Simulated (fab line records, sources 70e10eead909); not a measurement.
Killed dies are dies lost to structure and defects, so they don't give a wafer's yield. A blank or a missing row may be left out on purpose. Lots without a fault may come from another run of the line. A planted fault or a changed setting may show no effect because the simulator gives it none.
fab line records | flow nand_harc
record lots=10 wafers=30 last_day=33
route steps=1302 shown P_ZERO_WELL@46 P_STI@88 END@1302
lots that met no fault: from a run of the same line without faults
start_h: hours from the record's first day to the start of the lot's first wafer shown | wait_h: hours since the lot's step before | " the same as in the row above | L1.1+2: a row that stands for several wafers | - no value, or no start given | * or withheld: withheld | < > ~ a bound
route shown NAME@n: a module of which the file shows steps, and the number in the route of the first | usual: mean/standard deviation of fault-free wafers | same: alike in all rows | chamber/n: place in a boat | sites: the reading at each site | _std_site: their standard deviation | _edge_site: outer sites' mean less inner sites' | radius_mm: how far each site lies from the wafer's centre | mask NAME#n: copy n | behind: the tool/chamber that last shaped the wafer | hold: why the lot was held/for how many hours/how that ended | device: the transistor (n, p or np) that didn't switch | end of line: the same wafers' tests at the end of the route | a step without rows: its recipe alone | killed: dies lost to structure and defects at the first sort, not the wafer's yield | map: a wafer's dies, x killed, . not, _ none there
set.NAME: the setting as run; set.NAME@STEP: as run at that earlier step | model.NAME: the simulator's own value behind a step, which no gauge read
steps of the route over a sample of lots; a table a step, a row a wafer
services: from which hour (start_h, from the record's first day; less than 0 if before it) a tool's chamber was out of use, for how many hours, and why
## steps
# step NHARC_P_ZERO_WELL_DESCUM_39
# recipe time_s=3 o2_flow_sccm=200 ar_flow_sccm=0 bias_power_w=0 chemistry=O2
# usual drypump_motor_current_A=5.7/0.36 mfc_ar_sccm=0.017/0.018 oes_product_au=0.999/0.011 rf_vpp_V=57.7/0.79 showerhead_plenum_p_Torr=1.88/0.075 throttle_valve_pct=11.311/0.0093
# same bias_power_w=0
# columns lot.wafer tool chamber start_h wait_h drypump_motor_current_A mfc_ar_sccm oes_product_au rf_hours_counter_h rf_vpp_V showerhead_plenum_p_Torr throttle_valve_pct
L103.1 rie_diel-12 1 24.29 - 5.5 0.031 1.002 37 56.8 1.82 11.303
L103.5 " 2 " " 6.0 0.041 1.004 - 58.1 2.01 11.303
L103.6 " 3 " " 5.9 0.004 0.994 - 57.4 1.95 11.303
L104.3 rie_diel-13 2 34.54 - 6.5 0.042 0.995 7 57.7 1.90 11.313
L104.4 " 1 " " 5.4 0 1.006 13 58.2 1.84 11.314
L104.6 " 2 " " 6.6 0.042 0.996 - 57.1 1.90 11.306
L105.3 rie_diel-13 2 44.39 - 6.6 0.042 1.006 10 57.4 1.90 11.307
L105.1 " 3 " " 5.5 0.035 0.995 17 57.7 1.85 11.312
L105.6 " 1 " " 5.3 0 1.003 - 57.3 1.84 11.326
L107.2 rie_diel-13 2 64.18 - 6.6 0.042 0.997 17 57.6 1.90 11.306
L107.1 " 3 " " 5.5 0.035 0.999 25 58.2 1.85 11.298
L107.6 " 1 " " 5.4 0 1.011 - 58.1 1.84 11.311
L108.3 rie_diel-12 2 74.28 - 6.0 0.041 0.989 47 58.5 2.00 11.317
L108.2 " 3 " " 5.9 0.004 0.995 39 58.3 1.95 11.314
L108.6 " 3 " " 5.9 0.004 0.991 - 58.6 1.95 11.314
L110.3 rie_diel-13 3 94.28 - 5.5 0.035 0.996 37 57.4 1.85 11.316
L110.6 " 3 " " 5.5 0.035 0.990 - 60.3 1.85 11.299
L110.5 " 0 " " 5.5 0 0.988 - 57.5 1.79 11.313
L113.3 rie_diel-13 2 124.29 - 6.5 0.042 1.002 42 58.5 1.89 11.308
L113.5 " 3 " " 5.5 0.035 1.002 - 57.1 1.84 11.317
L113.6 " 0 " " 5.5 0 0.996 - 58.4 1.78 11.314
L123.2 rie_diel-13 3 224.25 - 5.5 0.035 0.999 15 58.1 1.83 11.318
L123.1 " 0 " " 5.5 0 0.994 14 57.9 1.77 11.311
L123.5 " 2 " " 6.5 0.042 0.987 - 58.4 1.88 11.295
L124.4 rie_diel-13 3 234.22 - 5.5 0.035 1.005 19 57.9 1.83 11.313
L124.6 " 0 " " 5.5 0 0.986 - 57.6 1.77 11.298
L124.5 " 1 " " 5.4 0 1.011 - 57.2 1.83 11.317
L125.2 rie_diel-12 1 244.33 - 5.4 0.031 0.995 43 56.2 1.80 11.326
L125.3 " 3 " " 5.9 0.004 0.976 51 56.5 1.93 11.309
L125.5 " 0 " " 5.6 0 1.007 - 58.0 1.82 11.296
# step NHARC_P_ZERO_WELL_DESCUM_54
# recipe time_s=3 o2_flow_sccm=200 ar_flow_sccm=0 bias_power_w=0 chemistry=O2
# usual drypump_motor_current_A=5.7/0.34 mfc_ar_sccm=0.011/0.017 oes_product_au=1.002/0.011 rf_vpp_V=57.6/0.98 showerhead_plenum_p_Torr=1.87/0.078 throttle_valve_pct=11.311/0.0085
# same bias_power_w=0
# columns lot.wafer tool chamber start_h wait_h drypump_motor_current_A mfc_ar_sccm oes_product_au rf_hours_counter_h rf_vpp_V showerhead_plenum_p_Torr throttle_valve_pct
L103.1 rie_diel-12 1 26.10 - 5.4 0.031 1.000 37 58.1 1.82 11.305
L103.6 " 2 " " 6.0 0.041 0.998 - 58.4 2.01 11.305
L103.5 " 3 " " 5.9 0.004 0.991 - 58.9 1.95 11.299
L104.4 rie_diel-13 2 36.26 - 6.5 0.042 1.000 7 57.0 1.90 11.323
L104.3 " 3 " " 5.5 0.035 1.004 14 57.9 1.85 11.321
L104.6 " 2 " " 6.6 0.042 1.006 - 56.5 1.90 11.310
L105.3 rie_diel-12 2 46.06 - 6.0 0.041 1.004 39 58.6 2.01 11.311
L105.1 " 3 " " 5.9 0.004 0.995 33 57.9 1.95 11.299
L105.6 " 1 " " 5.4 0.031 1.006 - 57.8 1.82 11.314
L107.1 rie_diel-03 2 65.90 - 6.1 0 0.995 40 57.2 1.83 11.330
L107.2 " 3 " " 5.3 0 1.016 40 57.3 1.78 11.301
L107.6 " 3 " " 5.3 0 1.018 - 57.0 1.78 11.304
L108.3 rie_diel-13 1 75.95 - 5.4 0 1.008 27 57.9 1.84 11.301
L108.2 " 2 " " 6.5 0.042 0.986 23 58.2 1.90 11.303
L108.6 " 1 " " 5.4 0 1.008 - 56.8 1.84 11.301
L110.3 rie_diel-03 0 95.86 - 5.5 0 0.998 54 57.5 1.88 11.319
L110.6 " 0 " " 5.5 0 1.003 - 57.9 1.88 11.301
L110.5 " 1 " " 5.3 0 0.995 - 59.4 2.00 11.297
L113.3 rie_diel-12 1 125.93 - 5.4 0.031 0.996 8 57.8 1.81 11.315
L113.6 " 1 " " 5.4 0.031 0.998 - 58.0 1.81 11.298
L113.5 " 2 " " 6.0 0.041 1.006 - 60.0 2.00 11.309
L123.1 rie_diel-12 2 225.91 - 6.0 0.041 1.002 39 58.1 1.99 11.308
L123.2 " 3 " " 5.9 0.004 0.997 41 59.0 1.94 11.324
L123.5 " 0 " " 5.6 0 1.015 - 56.5 1.82 11.306
L124.4 rie_diel-13 1 235.84 - 5.4 0 1.002 18 57.3 1.83 11.331
L124.5 " 0 " " 5.5 0 0.975 - 56.7 1.77 11.310
L124.6 " 1 " " 5.4 0 1.000 - 57.3 1.83 11.313
L125.3 rie_diel-03 0 245.91 - 5.5 0 1.020 45 58.3 1.86 11.323
L125.2 " 2 " " 6.1 0 1.025 45 57.9 1.81 11.315
L125.5 " 1 " " 5.3 0 1.014 - 58.2 1.99 11.290
# step NHARC_P_STI_ETCH_42
# recipe target_depth_a=800 overetch_a=240 time_s=61 ion_energy_ev=200 n2_flow_sccm=150 h2_flow_sccm=150 ar_flow_sccm=0 rf_w=400 bias_w=150 chemistry=N2/H2
# usual drypump_motor_current_A=5.7/0.44 mfc_ar_sccm=0.009/0.011 oes_product_au=0.998/0.0087 rf_vpp_V=432.0/2.3 run_length_s=82.2/0.35 showerhead_plenum_p_Torr=2.09/0.074 throttle_valve_pct=14.172/0.009
# columns lot.wafer tool chamber start_h wait_h drypump_motor_current_A mfc_ar_sccm oes_product_au rf_hours_counter_h rf_vpp_V run_length_s showerhead_plenum_p_Torr throttle_valve_pct
L103.1 rie_diel-05 1 44.67 0.1 6.3 0.012 0.993 9 432.1 81.8 2.08 14.186
L103.5 " 0 " " 5.5 0.011 1.003 - 429.9 82.1 2.01 14.172
L103.6 " 1 " " 6.3 0.012 0.985 - 432.2 81.7 2.08 14.179
L104.3 rie_diel-04 1 53.14 0.1 6.2 0 1.000 2 434.1 82.4 2.15 14.172
L104.4 " 2 " " 5.4 0.040 1.014 2 434.7 82.4 2.17 14.171
L104.6 " 1 " " 6.2 0 0.998 - 433.9 82.3 2.15 14.189
L105.3 rie_diel-06 1 63.30 0.1 5.7 0.002 1.003 8 433.6 82.2 2.17 14.183
L105.1 " 2 " " 6.2 0.001 1.000 8 434.2 82.4 2.16 14.162
L105.6 " 2 " " 6.2 0.001 1.003 - 432.0 82.2 2.16 14.175
L107.2 rie_diel-04 3 83.87 0.1 6.1 0.013 1.006 4 428.7 81.8 2.01 14.154
L107.1 " 0 " " 5.1 0 0.992 4 434.7 81.8 2.18 14.193
L107.6 " 0 " " 5.1 0 0.983 - 433.5 81.9 2.18 14.166
L108.3 rie_diel-06 1 94.40 0.1 5.7 0.002 0.992 11 435.0 82.6 2.17 14.177
L108.2 " 3 " " 5.3 0.000 0.996 12 433.8 82.3 2.16 14.170
L108.6 " 2 " " 6.1 0.001 1.011 - 433.0 82.2 2.16 14.170
L110.3 rie_diel-05 0 113.04 0.1 5.5 0.011 1.007 3 430.5 82.1 2.00 14.155
L110.5 " 0 " " 5.5 0.011 1.007 - 430.8 82.0 2.01 14.156
L110.6 " 1 " " 6.3 0.012 0.991 - 431.7 81.9 2.08 14.171
L113.3 rie_diel-04 1 144.34 0.1 6.2 0 0.994 7 435.0 82.5 2.15 14.182
L113.5 " 0 " " 5.1 0 0.996 - 435.1 82.6 2.18 14.168
L113.6 " 1 " " 6.2 0 0.992 - 434.0 82.2 2.15 14.159
L123.2 rie_diel-05 0 247.09 0.1 5.5 0.011 1.019 0 428.1 81.9 2.00 14.184
L123.1 " 1 " " 6.3 0.012 0.998 0 431.3 82.2 2.08 14.172
L123.5 " 3 " " 5.4 0.020 0.987 - 429.6 82.2 1.99 14.180
L124.4 rie_diel-04 2 253.02 0.1 5.4 0.040 0.984 4 433.2 82.1 2.17 14.165
L124.6 " 0 " " 5.1 0 0.995 - 433.4 82.0 2.18 14.155
L124.5 " 1 " " 6.2 0 1.013 - 433.9 82.6 2.15 14.175
L125.3 rie_diel-06 0 262.46 0.1 6.5 0.012 0.985 9 428.8 82.9 1.96 14.168
L125.2 " 1 " " 5.7 0.002 1.010 9 433.6 82.1 2.16 14.180
L125.5 " 3 " " 5.3 0.000 0.985 - 433.9 82.7 2.15 14.176
# step NHARC_P_STI_ETCH_31
# recipe target_depth_a=1089 time_s=54.5 cf4_flow_sccm=100 chf3_flow_sccm=30 ar_flow_sccm=0 rf_w=500 bias_w=200 chemistry=CF4/CHF3
# usual chf3_flow_sccm=30.00/0.086 drypump_motor_current_A=5.7/0.44 mfc_ar_sccm=0.010/0.011 oes_product_au=0.955/0.02 rf_vpp_V=371.7/1.9 run_length_s=75.7/0.32 showerhead_plenum_p_Torr=1.61/0.054 throttle_valve_pct=16.803/0.0093
# columns lot.wafer tool chamber start_h wait_h chf3_flow_sccm drypump_motor_current_A mfc_ar_sccm oes_product_au rf_hours_counter_h rf_vpp_V run_length_s showerhead_plenum_p_Torr throttle_valve_pct
L103.1 rie_diel-05 3 44.76 - 29.96 5.3 0.020 0.962 7 369.1 75.8 1.54 16.814
L103.5 " 0 " " 30.09 5.4 0.011 0.978 - 369.1 75.9 1.55 16.803
L103.6 " 1 " " 30.00 6.3 0.012 0.935 - 371.2 75.7 1.60 16.808
L104.4 rie_diel-04 0 53.22 - 30.00 5.1 0 0.966 3 374.4 75.5 1.67 16.800
L104.3 " 2 " " 29.88 5.4 0.040 0.991 2 373.3 75.7 1.67 16.810
L104.6 " 1 " " 29.88 6.2 0 0.974 - 372.7 75.6 1.65 16.812
L105.1 rie_diel-06 3 63.38 - 30.01 5.3 0.000 0.931 8 373.5 75.7 1.66 16.809
L105.3 " 1 " " 29.94 5.7 0.002 0.926 8 372.9 76.1 1.67 16.798
L105.6 " 3 " " 29.92 5.3 0.000 0.927 - 374.8 75.8 1.66 16.785
L107.2 rie_diel-04 1 83.95 - 30.12 6.2 0 0.924 4 372.5 75.9 1.65 16.800
L107.1 " 2 " " 29.98 5.4 0.040 0.938 4 375.0 75.9 1.67 16.805
L107.6 " 1 " " 29.96 6.2 0 0.920 - 371.7 75.5 1.65 16.822
L108.3 rie_diel-06 2 94.48 - 30.24 6.1 0.001 0.974 12 372.7 75.7 1.66 16.803
L108.2 " 3 " " 30.23 5.3 0.000 0.978 12 373.9 75.8 1.66 16.816
L108.6 " 3 " " 29.96 5.3 0.000 0.978 - 373.9 75.6 1.66 16.797
L110.3 rie_diel-05 1 113.13 - 30.15 6.3 0.012 0.946 1 371.5 75.9 1.60 16.792
L110.5 " 0 " " 30.08 5.4 0.011 0.955 - 370.0 75.3 1.55 16.805
L110.6 " 1 " " 30.09 6.3 0.012 0.937 - 371.6 75.2 1.60 16.807
L113.3 rie_diel-04 0 144.44 - 30.01 5.1 0 0.971 7 374.9 75.5 1.67 16.801
L113.5 " 1 " " 29.95 6.2 0 0.955 - 372.8 75.9 1.65 16.795
L113.6 " 2 " " 30.05 5.4 0.040 0.973 - 373.1 76.0 1.67 16.788
L123.2 rie_diel-05 0 247.16 - 29.93 5.4 0.011 0.987 0 370.3 64.7 1.55 16.776
L123.1 " 1 " " 30.08 6.3 0.012 0.957 0 371.3 75.1 1.60 16.804
L123.5 " 3 " " 29.89 5.4 0.020 0.979 - 369.2 75.6 1.54 16.804
L124.4 rie_diel-04 0 253.09 - 29.98 5.1 0 0.974 4 373.7 75.3 1.67 16.799
L124.6 " 0 " " 30.02 5.1 0 0.978 - 373.6 75.3 1.67 16.800
L124.5 " 1 " " 30.01 6.2 0 0.991 - 372.7 75.7 1.65 16.811
L125.3 rie_diel-06 0 262.53 - 29.88 6.5 0.012 0.921 9 368.5 76.4 1.52 16.805
L125.2 " 2 " " 29.98 6.1 0.001 0.934 10 373.6 75.9 1.65 16.810
L125.5 " 0 " " 29.93 6.5 0.012 0.907 - 369.4 76.2 1.52 16.799
# step NHARC_END_SORT_01
# recipe temp_c=25
# usual killed_at_array=52/18 killed_at_other=1.2/1.5 killed_at_periphery=4/3.2 killed_dies=57/17 killed_open=3.1/1.9 killed_short=2.5/1.7
# same gross_dies=677
# columns lot.wafer tool chamber start_h wait_h killed_at_array killed_at_other killed_at_periphery killed_dies killed_open killed_short
L123.1 prober-02 0 781.51 2.5 62 1 5 68 1 3
L123.2 prober-02 0 782.32 2.8 67 2 232 301 2 4
L123.5 prober-02 0 784.75 3.7 75 2 4 81 4 1
# killed by level:class
L123.1 A_SLIT:chamber_film_flake=27 A_CHANNEL_HOLE_D2:chamber_film_flake=24 P_GATE:chamber_film_flake=5 A_ONON_D1:geometric_particle:short=2 A_STAIRCASE:chamber_film_flake=2 A_CONTACT:chamber_film_flake=2 A_BLC:chamber_film_flake=2 A_SOURCE_PLATE:geometric_particle:short=1
L123.2 P_STI:area_etch=227 A_SLIT:chamber_film_flake=27 A_CHANNEL_HOLE_D2:chamber_film_flake=22 A_CONTACT:chamber_film_flake=7 P_GATE:chamber_film_flake=3 A_DECK1_JOINT:geometric_particle:short=2 A_BLC:geometric_particle:open=2 P_STI:chamber_film_flake=2
L123.5 A_SLIT:chamber_film_flake=39 A_CHANNEL_HOLE_D2:chamber_film_flake=20 A_CONTACT:chamber_film_flake=4 P_GATE:chamber_film_flake=3 A_ZERO_WELL:chamber_film_flake=2 A_CHANNEL_HOLE_D1:chamber_film_flake=2 A_STAIRCASE:chamber_film_flake=2 THIN_TSV:chamber_film_flake=2
## services
# columns tool chamber start_h hours kind
rie_diel-04 - 0.90 9.0 pm
rie_diel-13 2 13.59 7.5 repair
rie_diel-05 - 15.34 0.8 repair
rie_diel-05 1 31.45 7.3 repair
rie_diel-05 - 52.60 9.0 pm
rie_diel-05 1 76.13 22.1 repair
rie_diel-12 - 91.41 9.0 pm
rie_diel-13 1 92.68 3.0 repair
rie_diel-05 - 95.25 0.4 repair
rie_diel-13 0 114.49 5.1 repair
rie_diel-04 3 119.86 4.6 repair
rie_diel-13 1 123.98 6.7 repair
rie_diel-06 - 130.20 9.0 pm
rie_diel-12 1 139.20 13.4 repair
rie_diel-06 - 152.03 5.1 repair
rie_diel-13 - 165.04 9.0 pm
rie_diel-04 - 177.90 9.0 pm
rie_diel-13 - 185.06 1.1 repair
rie_diel-05 1 191.23 5.5 repair
rie_diel-13 2 207.51 5.5 repair
rie_diel-06 1 226.15 4.3 repair
rie_diel-06 - 226.25 0.2 repair
rie_diel-13 1 236.15 8.1 repair
rie_diel-12 2 240.08 14.6 repair
## key
first_sign step=NHARC_P_STI_ETCH_31 reading=run_length_s direction=down sigmas=34 usual=* struck=*
effect step=NHARC_END_SORT_01 reading=killed_at_periphery direction=up sigmas=72 usual=4 struck=232
more_kills_born_at NHARC_P_STI_ETCH_31@rie_diel-05=227
met_at NHARC_P_STI_ETCH_31
struck_lots L123
struck_wafers L123.2
tester_left_out L123
not_acting_at NHARC_P_ZERO_WELL_DESCUM_39,NHARC_P_ZERO_WELL_DESCUM_54,NHARC_P_STI_ETCH_42
onset_between 113.13 247.16
fault kind=process_parameter_drift tool=rie_diel-05 chamber=0 onset_h=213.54 steps=NHARC_P_STI_ETCH_31 channel=time_s offset=* shape=step end_h=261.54 acts_in=* stated=*
# tester_left_out: of these lots the tester's yield and bins aren't shown, on N5 and GAA mostly nor the transistor test; their killed dies are dies lost to structure and defects alone, not to doping, threshold or leakage, so they don't give the yield
